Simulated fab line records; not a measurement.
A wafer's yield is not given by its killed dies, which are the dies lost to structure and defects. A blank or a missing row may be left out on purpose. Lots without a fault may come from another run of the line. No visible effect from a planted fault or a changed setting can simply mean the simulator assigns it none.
What tool caused it?    flow n5 finfet    27 wafers from 9 lots sampled at 5 of the route's 1938 steps

## WHAT EACH GAUGE READ, for each wafer
N5_BEOL_M3_OCD_MEAS_38. Usual: trench depth nm reads 55.4 nm (standard deviation 0.61).
lot   measured      on      trench depth nm (nm)  flag
L822  day 8 09:28   ocd-02  55.7 56.2 55.3        
L824  day 8 13:18   ocd-02  55.4 55.6 55.9        
L825  day 8 13:19   ocd-02  55.3 55.6 55.0        
L830  day 11 11:01  ocd-02  55.1 55.7 55.0        
L832  day 12 11:16  ocd-02  56.2 55.0 55.8        
L833  day 12 14:22  ocd-01  56.2 55.4 55.2        
L841  day 14 07:33  ocd-02  53.8 55.2 55.7        
L843  day 14 07:38  ocd-01  55.3 55.7 56.2        
L842  day 14 07:58  ocd-01  54.5 54.8 55.4        

N5_BEOL_M4_RC_MEAS_101. Usual: CHAIN_V2 232 ohm/link, standard deviation 7.2; CHAIN_V2_max_site 240 ohm/link, standard deviation 7.7; DIBL_N 36.6 mV/V, standard deviation 1.3; DIBL_P 36.4 mV/V, standard deviation 1.4; IOFF_N 0.167 nA/um, standard deviation 0.023; IOFF_P 0.219 nA/um, standard deviation 0.029; ION_N 678 uA/um, standard deviation 8.7; ION_P 464 uA/um, standard deviation 6.4; SS_N 71.5 mV/dec, standard deviation 0.53; SS_P 73.4 mV/dec, standard deviation 0.57; VT_N 248.5 mV, standard deviation 2.8; VT_P -249 mV, standard deviation 3.1.
lot   measured      on         CHAIN_V2 (ohm/link)  CHAIN_V2_max_site (ohm/link)  DIBL_N (mV/V)   DIBL_P (mV/V)   IOFF_N (nA/um)     IOFF_P (nA/um)     ION_N (uA/um)  ION_P (uA/um)  SS_N (mV/dec)   SS_P (mV/dec)   VT_N (mV)          VT_P (mV)       flag
L822  day 9 04:13   prober-02  219 227 232          224 237 239                   35.3 34.1 34.1  33.7 32.7 33.6  0.136 0.125 0.129  0.182 0.170 0.179  658 659 668    455 458 458    70.3 70.5 70.8  73.0 72.9 72.8  255.9 253.4 253.7  -250 -250 -251  
L824  day 9 10:55   prober-02  234 229 234          239 233 247                   37.2 37.2 39.4  36.1 35.8 38.8  0.166 0.158 0.219  0.233 0.233 0.279  688 691 702    471 470 477    71.8 71.2 71.9  73.2 73.9 74.0  247.2 246.0 242.7  -245 -245 -246  
L825  day 9 09:05   prober-02  241 235 240          255 243 248                   34.3 35.1 36.7  33.1 33.8 35.5  0.125 0.132 0.164  0.212 0.219 0.256  660 673 675    468 475 476    71.6 71.4 73.2  72.4 72.5 72.3  254.0 253.4 249.6  -247 -249 -245  
L830  day 12 19:20  prober-01  226 230 221          235 243 233                   34.9 36.6 34.6  34.7 36.5 34.2  0.144 0.170 0.131  0.182 0.208 0.178  674 669 665    460 458 461    71.2 71.6 70.7  72.9 73.3 72.7  250.8 247.6 249.1  -253 -249 -251  
L832  day 13 02:11  prober-02  227 253 233          236 259 237                   35.6 36.8 35.9  34.4 36.1 35.5  0.148 0.175 0.152  0.192 0.229 0.214  673 687 671    458 468 464    70.7 71.4 71.7  73.2 73.6 73.0  250.9 248.2 248.8  -250 -248 -248  
L833  day 13 17:03  prober-01  242 237 266          249 242 276                   35.5 36.0 36.7  37.1 38.0 38.3  0.165 0.177 0.189  0.201 0.215 0.210  674 673 670    460 457 455    71.6 71.8 72.2  74.1 74.1 74.1  248.2 249.4 247.0  -253 -253 -251  
L841  day 15 15:37  prober-01  236 236 236          244 248 239                   37.1 37.7 36.9  39.1 38.4 38.3  0.171 0.176 0.168  0.247 0.233 0.222  674 675 678    463 465 466    72.1 72.4 71.7  73.3 73.7 73.8  249.8 250.0 252.3  -248 -248 -251  
L843  day 15 15:25  prober-02  240 232 238          247 239 243                   36.2 36.1 35.8  37.2 36.6 36.3  0.160 0.153 0.151  0.197 0.182 0.179  679 676 679    461 457 460    71.8 71.3 70.9  72.2 72.6 72.6  248.6 251.2 250.6  -252 -250 -252  
L842  day 15 22:28  prober-01  231 234 236          243 241 245                   38.3 37.2 37.2  39.0 36.4 36.5  0.231 0.193 0.188  0.281 0.235 0.234  704 689 690    477 468 468    71.8 71.3 71.6  74.7 74.4 73.3  242.5 245.3 245.2  -245 -249 -250  

## EACH LOT AND THE TOOL THAT RAN IT (in order: tool; ch and the chambers of the sampled wafers; start)
lot   N5_BEOL_M3_VIA_ETCH_34              N5_BEOL_M3_TRENCH_ETCH_37                      N5_BEOL_M3_ALD_84
L822  rie diel-02 ch 0,1,2, day 8 09:13   rie diel-02 ch 0,1,2, day 8 09:28 or earlier   ald metal-04 ch 1,2,3, day 8 10:03
L824  rie diel-02 ch 1,2, day 8 13:02     rie diel-02 ch 1,2, day 8 13:18 or earlier     ald metal-04 ch 1,2,3, day 8 13:59
L825  rie diel-06 ch 1,2,3, day 8 13:02   rie diel-06 ch 1,2,3, day 8 13:19 or earlier   ald metal-01 ch 1,3, day 8 13:59
L830  rie diel-02 ch 0,2,3, day 11 10:46  rie diel-02 ch 0,2,3, day 11 11:01 or earlier  ald metal-03 ch 2,3, day 11 11:23
L832  rie diel-03 ch 0,2,3, day 12 11:01  rie diel-03 ch 0,2,3, day 12 11:16 or earlier  ald metal-04 ch 0,1,2, day 12 11:40
L833  rie diel-06 ch 0,3, day 12 14:07    rie diel-06 ch 0,3, day 12 14:22 or earlier    ald metal-04 ch 0,2,3, day 12 14:55
L841  rie diel-03 ch 0,1,2, day 14 07:18  rie diel-03 ch 0,1,2, day 14 07:33 or earlier  ald metal-03 ch 0,1,2, day 14 08:17
L843  rie diel-06 ch 2,3, day 14 07:22    rie diel-06 ch 2,3, day 14 07:38 or earlier    ald metal-01 ch 1,2, day 14 08:18
L842  rie diel-02 ch 1,2, day 14 07:43    rie diel-02 ch 1,2, day 14 07:58 or earlier    ald metal-01 ch 1,2,3, day 14 08:30
- N5_BEOL_M3_VIA_ETCH_34: etches the open film in C4F6/O2, target depth 69.4 nm, time 65.9 s.
- N5_BEOL_M3_TRENCH_ETCH_37: etches SiOC in C4F6/O2, target depth 55.555 nm, time 29.2 s.
- N5_BEOL_M3_ALD_84: deposits TaN, pulse time 2 s, purge time 3 s, co reactant purge time 2 s.

## WHAT THE TOOLS THEMSELVES READ (means of the sampled wafers that have a number; where no wafer has one, the mark that the record gives instead)
N5_BEOL_M3_VIA_ETCH_34. Usual: bias w 170.0 W, standard deviation 0.52; drypump motor current A 5.7 A, standard deviation 0.48; oes product au 0.80 a.u., standard deviation 0.089; rf vpp V 664 V, standard deviation 6.2; showerhead plenum p Torr 2.85 Torr, standard deviation 0.095; throttle valve pct 30.80 %, standard deviation 0.19.
lot   tool         bias w (W)  drypump motor current A (A)  oes product au (a.u.)  rf vpp V (V)  showerhead plenum p Torr (Torr)  throttle valve pct (%)  flag
L822  rie diel-02  170.0       6.0                          0.85                   663           2.89                             30.76                   
L824  rie diel-02  170.0       6.2                          0.85                   664           2.93                             30.78                   
L825  rie diel-06  169.3       5.8                          0.71                   664           2.83                             30.90                   
L830  rie diel-02  169.9       5.8                          0.79                   661           2.83                             30.89                   
L832  rie diel-03  170.0       5.2                          0.86                   670           2.93                             30.64                   
L833  rie diel-06  170.5       5.3                          0.75                   661           2.81                             31.03                   
L841  rie diel-03  169.5       5.3                          0.89                   670           2.90                             30.68                   
L843  rie diel-06  169.8       5.7                          0.69                   662           2.79                             30.96                   
L842  rie diel-02  169.6       6.1                          0.75                   666           2.93                             30.83                   

N5_BEOL_M3_TRENCH_ETCH_37. Usual: bias w 185.0 W, standard deviation 0.5; drypump motor current A 5.7 A, standard deviation 0.48; oes product au 0.81 a.u., standard deviation 0.089; rf vpp V 664 V, standard deviation 6.2; showerhead plenum p Torr 2.86 Torr, standard deviation 0.095; throttle valve pct 20.88 %, standard deviation 0.22.
lot   tool         bias w (W)  drypump motor current A (A)  oes product au (a.u.)  rf vpp V (V)  showerhead plenum p Torr (Torr)  throttle valve pct (%)  flag
L822  rie diel-02  184.7       6.0                          0.86                   663           2.89                             20.79                   
L824  rie diel-02  185.0       6.2                          0.84                   664           2.93                             20.76                   
L825  rie diel-06  185.1       5.8                          0.72                   665           2.83                             21.04                   
L830  rie diel-02  185.3       5.8                          0.79                   660           2.83                             20.99                   
L832  rie diel-03  185.4       5.2                          0.87                   671           2.93                             20.70                   
L833  rie diel-06  185.0       5.4                          0.75                   661           2.82                             21.07                   
L841  rie diel-03  185.2       5.3                          0.89                   670           2.90                             20.72                   
L843  rie diel-06  184.8       5.7                          0.70                   661           2.79                             21.08                   
L842  rie diel-02  185.0       6.1                          0.76                   664           2.93                             20.92                   

N5_BEOL_M3_ALD_84. Usual: chamber pressure Torr 3.000 Torr, standard deviation 0.0062; heater power w 404 W, standard deviation 55; precursor vessel temp c 74.99 C, standard deviation 0.12.
lot   tool          chamber pressure Torr (Torr)  heater power w (W)  precursor vessel temp c (C)  flag
L822  ald metal-04  3.000                         432                 74.85                        
L824  ald metal-04  2.998                         434                 75.06                        
L825  ald metal-01  3.003                         394                 75.18                        
L830  ald metal-03  2.994                         396                 75.06                        
L832  ald metal-04  2.999                         417                 74.97                        
L833  ald metal-04  3.002                         374                 74.88                        
L841  ald metal-03  2.998                         426                 75.02                        
L843  ald metal-01  3.001                         406                 75.01                        
L842  ald metal-01  2.996                         396                 74.96                        

## THE ANSWER, worked out from the rows above alone
Rule: a lot is off if the mean of its wafers that have a number lies more than 3 standard deviations from the usual mean. A lot without any number at a reading at which 4 lots or more have one is off too. The other lots that the step has rows for count as sound. Order of review: gauges by route order, followed by the tools' own readings, for which a lot's mean as printed above is used. At the first step where some lot is off, the reading lying furthest off is the one used; lots without a number count as furthest.
None of the lots is off at any reading shown; this tells nothing.

## WHAT THE SIMULATOR PUT IN
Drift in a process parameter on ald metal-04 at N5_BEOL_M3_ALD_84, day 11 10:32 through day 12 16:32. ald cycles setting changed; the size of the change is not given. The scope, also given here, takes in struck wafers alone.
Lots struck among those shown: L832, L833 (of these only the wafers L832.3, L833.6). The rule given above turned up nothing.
